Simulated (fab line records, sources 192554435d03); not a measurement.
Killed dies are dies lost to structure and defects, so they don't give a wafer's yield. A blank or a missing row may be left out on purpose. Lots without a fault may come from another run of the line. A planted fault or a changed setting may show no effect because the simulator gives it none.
A struck lot beside a sound one | flow n5_finfet | 15 steps out of a route of 1938
Sound: wafers L415.2, L415.4, L415.6. Struck: wafer L421.5. (L421.2 of the same lot was not struck and is left out.) The cause comes at the end.
At each step with rows: each side's tool, then ch and its chambers, then its first start. Under that, the readings that differ: sound wafers | struck wafers | difference of the means | sigmas: that difference in standard deviations of wafers without a fault.
alike: readings whose means differ by less than 2 such deviations, and words and numbers that are the same on both sides. not compared: withheld readings, readings that some wafer has no value for, bounds like >300 that may hide the same value, and numbers for which the record gives no deviation and whose values overlap.
The two part at a step that has a row with sigmas, a row that says differs or no value, or rows on one side only. Numbers that don't overlap but have no deviation are shown without sigmas and don't part them. A reading that every wafer of one side lacks parts them only if that side has two wafers or more.

first, 7 steps without rows for these wafers: N5_FIN_CUT_COAT_29 (time 60 s, resist thk 10 nm); N5_FIN_CUT_COAT_02 (resist thk 30 nm); N5_FIN_CUT_EBR_04; N5_FIN_CUT_SOFTBAKE_03 (time 60 s); N5_FIN_CUT_EXPOSE_05 (exposes mask FIN CUT); N5_FIN_CUT_PEB_06 (peb time 60 s); N5_FIN_CUT_DEVELOP_07 (develop time 30 s).
N5_FIN_CUT_CD_MEAS_08: target cd 29.1 nm.
  sound on cd_sem-01 ch 0, day 5 15:01; struck on cd_sem-02 ch 0, day 7 04:23
  alike: cd_nm
N5_FIN_CUT_OVL_MEAS_09:
  sound on overlay-02 ch 0, day 5 15:04; struck on overlay-02 ch 0, day 7 04:25
  alike: FIN_CUT_OVL
N5_FIN_CUT_INSPECT_10: inspects for defects (brightfield).
  sound on defect_inspect-02, day 5 15:07; struck on defect_inspect-01, day 7 04:29
  alike: raw_defect_count
N5_FIN_CUT_DESCUM_13: chemistry O2, time 7 s.
  sound on rie_diel-04 ch 1,3, day 5 15:13; struck on rie_diel-03 ch 1, day 7 04:31
  alike: drypump_motor_current_A, oes_product_au, rf_vpp_V, showerhead_plenum_p_Torr, throttle_valve_pct
  not compared: rf_hours_counter_h
N5_FIN_CUT_ETCH_30: etches underlayer in N2/H2, target depth 13 nm, time 10.4 s.
  sound on rie_diel-04 ch 1,3, day 5 15:14; struck on rie_diel-03 ch 1, day 7 04:33
  reading               | sound             | struck | difference | sigmas
  etch_rf_on_time_s (s) | 10.56 10.54 10.47 | 9.96   | -0.56      | -4
  oes_product_au (a.u.) | 0.62 0.66 0.62    | 0.77   | +0.14      | +2
  alike: bias_w, drypump_motor_current_A, rf_vpp_V, showerhead_plenum_p_Torr, throttle_valve_pct
  not compared: rf_hours_counter_h
N5_FIN_CUT_ETCH_20: etches SiARC in CF4, target depth 26 nm, time 43.3 s.
  sound on rie_diel-04 ch 1,3, day 5 15:16; struck on rie_diel-03 ch 1, day 7 04:34
  reading               | sound          | struck | difference | sigmas
  etch_rf_on_time_s (s) | 44.5 43.9 44.2 | 55.4   | +11.2      | +15
  alike: bias_w, drypump_motor_current_A, oes_product_au, rf_vpp_V, showerhead_plenum_p_Torr, throttle_valve_pct
  not compared: rf_hours_counter_h
N5_FIN_CUT_ETCH_21: etches SOC in N2/H2, target depth 219 nm, overetch 43.8 nm, time 523.5 s.
  sound on rie_diel-04 ch 1,3, day 5 15:18; struck on rie_diel-03 ch 1, day 7 04:37
  reading               | sound             | struck | difference | sigmas
  bias_w (W)            | 60.88 61.18 61.12 | 60.58  | -0.48      | -3
  oes_product_au (a.u.) | 0.67 0.71 0.67    | 0.82   | +0.14      | +2
  alike: drypump_motor_current_A, rf_vpp_V, showerhead_plenum_p_Torr, throttle_valve_pct
  not compared: rf_hours_counter_h
-- the record jumps here: 6 days lie between the struck wafers' starts before and after (it left off in module FIN_CUT and takes up again in module BEOL_M4, whose first step shown is number 1111 of the route) --
N5_BEOL_M4_RC_MEAS_101:
  sound on prober-02 ch 0, day 11 21:48; struck on prober-02 ch 0, day 13 05:23
  alike: DIBL_N, DIBL_P, IOFF_N, IOFF_P, ION_N, ION_P, SS_N, SS_P, VT_N, VT_P

WHERE THEY PART
First at N5_FIN_CUT_ETCH_30; last, within this record, at N5_FIN_CUT_ETCH_21. Later steps at which nothing parts them and some readings are alike: N5_BEOL_M4_RC_MEAS_101.

WHY: what the simulator had put in
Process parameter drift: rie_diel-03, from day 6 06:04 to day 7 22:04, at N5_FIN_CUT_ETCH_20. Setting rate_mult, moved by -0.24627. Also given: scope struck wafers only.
